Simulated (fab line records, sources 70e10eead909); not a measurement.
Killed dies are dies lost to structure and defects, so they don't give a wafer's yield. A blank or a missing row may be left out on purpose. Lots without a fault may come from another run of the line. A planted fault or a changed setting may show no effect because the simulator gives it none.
A struck lot beside a sound one | flow nand_harc | 19 steps out of a route of 1302
Sound: wafers L429.4, L429.5, L429.6. Struck: wafers L437.3, L437.4, L437.5. The cause comes at the end.
At each step with rows: each side's tool, then ch and its chambers, then its first start. Under that, the readings that differ: sound wafers | struck wafers | difference of the means | sigmas: that difference in standard deviations of wafers without a fault.
alike: readings whose means differ by less than 2 such deviations, and words and numbers that are the same on both sides. not compared: withheld readings, readings that some wafer has no value for, bounds like >300 that may hide the same value, and numbers for which the record gives no deviation and whose values overlap.
The two part at a step that has a row with sigmas, a row that says differs or no value, or rows on one side only. Numbers that don't overlap but have no deviation are shown without sigmas and don't part them. A reading that every wafer of one side lacks parts them only if that side has two wafers or more.

NHARC_P_ZERO_WELL_CD_MEAS_11: target cd 500 nm.
  sound on cd_sem-02 ch 0, day 1 07:11; struck on cd_sem-02 ch 0, day 4 15:15
  alike: cd_nm
then, 1 step without rows for these wafers: NHARC_P_ZERO_WELL_HARDBAKE_12 (time 65 s).
NHARC_P_ZERO_WELL_DESCUM_13: chemistry O2, time 3 s.
  sound on rie_diel-04 ch 0,1,3, day 1 07:22; struck on rie_diel-04 ch 0,1,3, day 4 15:24
  alike: drypump_motor_current_A, oes_product_au, rf_vpp_V, showerhead_plenum_p_Torr, throttle_valve_pct
  not compared: rf_hours_counter_h
NHARC_P_ZERO_WELL_ETCH_65: etches the open film in N2/H2, target depth 80 nm, overetch 24 nm, time 87.88 s.
  sound on rie_diel-04 ch 0,1,3, day 1 07:28; struck on rie_diel-04 ch 0,2, day 4 15:37
  alike: bias_w, drypump_motor_current_A, oes_product_au, rf_vpp_V, showerhead_plenum_p_Torr, throttle_valve_pct
  not compared: rf_hours_counter_h
NHARC_P_ZERO_WELL_ETCH_62: etches the open film in CHF3/Ar, target depth 13 nm, time 6.5 s.
  sound on rie_diel-04 ch 0,1,3; struck on rie_diel-04 ch 1,2
  alike: bias_w, drypump_motor_current_A, oes_product_au, rf_vpp_V, showerhead_plenum_p_Torr, throttle_valve_pct
  not compared: rf_hours_counter_h
NHARC_P_ZERO_WELL_ETCH_63: etches the open film in HBr/Cl2, target depth 120 nm, time 40.1 s.
  sound on rie_si-06 ch 1,2,3, day 1 07:40; struck on rie_si-02 ch 0,2,3, day 4 15:49
  alike: bias_w, drypump_motor_current_A, oes_product_au, throttle_valve_pct
  not compared: rf_hours_counter_h
then, 6 steps without rows for these wafers: NHARC_P_ZERO_WELL_STRIP_15 (strips in SPM, time 900 s); NHARC_P_ZERO_WELL_DEHYDRATE_16 (time 120 s); NHARC_P_ZERO_WELL_HMDS_17 (time 30 s); NHARC_P_ZERO_WELL_COAT_18; NHARC_P_ZERO_WELL_SOFTBAKE_19 (time 95 s); NHARC_P_ZERO_WELL_EBR_20.
NHARC_P_ZERO_WELL_EXPOSE_21: exposes mask P NWELL, target cd 720 nm.
  sound on krf_scanner-03 ch 0, day 1 08:26; struck on krf_scanner-03 ch 0, day 4 16:37
  reading | sound                         | struck                                 | difference | sigmas
  mask    | P_NWELL#0 P_NWELL#0 P_NWELL#0 | P_NWELL_R1#0 P_NWELL_R1#0 P_NWELL_R1#0 | differs    |
then, 2 steps without rows for these wafers: NHARC_P_ZERO_WELL_PEB_22 (peb time 85 s); NHARC_P_ZERO_WELL_DEVELOP_23 (time 70 s).
NHARC_P_ZERO_WELL_CD_MEAS_24: target cd 720 nm.
  sound on cd_sem-01 ch 0, day 1 08:34; struck on cd_sem-01 ch 0, day 4 16:46
  reading    | sound             | struck            | difference | sigmas
  cd_nm (nm) | 717.9 720.6 720.4 | 681.8 682.4 680.5 | -38.1      | -35
then, 1 step without rows for these wafers: NHARC_P_ZERO_WELL_HARDBAKE_25 (time 80 s).
NHARC_P_ZERO_WELL_DESCUM_26: chemistry O2, time 3 s.
  sound on rie_diel-05 ch 1,2,3, day 1 08:46; struck on rie_diel-05 ch 0,1,3, day 4 16:55
  reading                      | sound           | struck            | difference | sigmas
  model.P_ZERO_WELL.cd_nm (nm) | 718 720.8 720.7 | 681.6 682.6 680.8 | -38.2      |
  alike: drypump_motor_current_A, oes_product_au, rf_vpp_V, showerhead_plenum_p_Torr, throttle_valve_pct
  not compared: rf_hours_counter_h
then, 1 step without rows for these wafers: NHARC_P_ZERO_WELL_IMPLANT_27.

WHERE THEY PART
First at NHARC_P_ZERO_WELL_EXPOSE_21; last, within this record, at NHARC_P_ZERO_WELL_CD_MEAS_24. Later steps at which nothing parts them and some readings are alike: NHARC_P_ZERO_WELL_DESCUM_26.

WHY: what the simulator had put in
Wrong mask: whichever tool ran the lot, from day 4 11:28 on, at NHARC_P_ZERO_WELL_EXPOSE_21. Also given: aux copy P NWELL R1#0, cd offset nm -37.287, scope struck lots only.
